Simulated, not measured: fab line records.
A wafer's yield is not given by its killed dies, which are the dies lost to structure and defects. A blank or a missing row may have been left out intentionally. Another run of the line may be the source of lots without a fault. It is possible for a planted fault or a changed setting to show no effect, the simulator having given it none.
Matching of chambers	flow nand-harc	NHARC_A_STAIRCASE_ALD_415 on ald-hk-03 has 4 sister chambers
The step deposits SiO2, target thk 30 nm, pulse time 6 s, ald cycles 300. 16 wafers are shown with their chamber, then 8 later ones without.

## WAFERS PAIRED WITH THEIR CHAMBERS
wafer	chamber	heater-power-w (W)	precursor-pulse-height-rel
L077.3	0	445	0.977
L077.4	1	429	0.990
L077.5	2	536	0.982
L078.1	0	449	1.014
L078.2	3	350	0.976
L078.5	3	361	1.009
L080.1	0	465	0.990
L080.4	1	426	1.030
L080.6	0	452	1.013
L082.1	2	540	0.985
L082.3	3	357	0.979
L082.5	1	437	1.011
L085.1	1	435	1.001
L085.5	2	529	0.992
L085.6	1	440	1.017
L084.1	2	548	0.967

SIGNATURES (means of the wafers above)
reading	chamber 0	chamber 1	chamber 2	chamber 3	scatter within a chamber
heater-power-w	452.75	433.40	538.25	356.00	7.12
precursor-pulse-height-rel	0.99850	1.00980	0.98150	0.98800	0.0156
Rule: for each reading, subtract the chamber's mean from the wafer's reading, divide by that reading's scatter and square the result; add these up over the readings and take the root, which gives the wafer's distance from the chamber. If the next closest chamber is less than 2 further off than the closest, the wafer can't be placed; otherwise it belongs to the closest. The scatter: the root of (the sum of the squares of (reading less its chamber's mean) over the shown wafers, divided by (wafers less chambers)).

## WAFERS WITHOUT THEIR CHAMBER
wafer	heater-power-w (W)	precursor-pulse-height-rel
L084.4	435	0.981
L084.5	519	0.992
L086.1	450	1.017
L086.2	462	0.997
L086.4	372	1.016
L095.3	379	1.000
L095.5	372	1.007
L095.6	494	0.983

## WHICH CHAMBER EACH WENT THROUGH
wafer	from the rows above	in truth
L084.4	can't be placed: 1 or 0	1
L084.5	2	2
L086.1	can't be placed: 0 or 1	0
L086.2	0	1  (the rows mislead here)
L086.4	3	3
L095.3	3	3
L095.5	3	3
L095.6	can't be placed: 0 or 2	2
4 of 8 placed correctly. From these rows, 3 cannot be placed; in 3 the true chamber is one of the candidates. 1 placed wrongly.
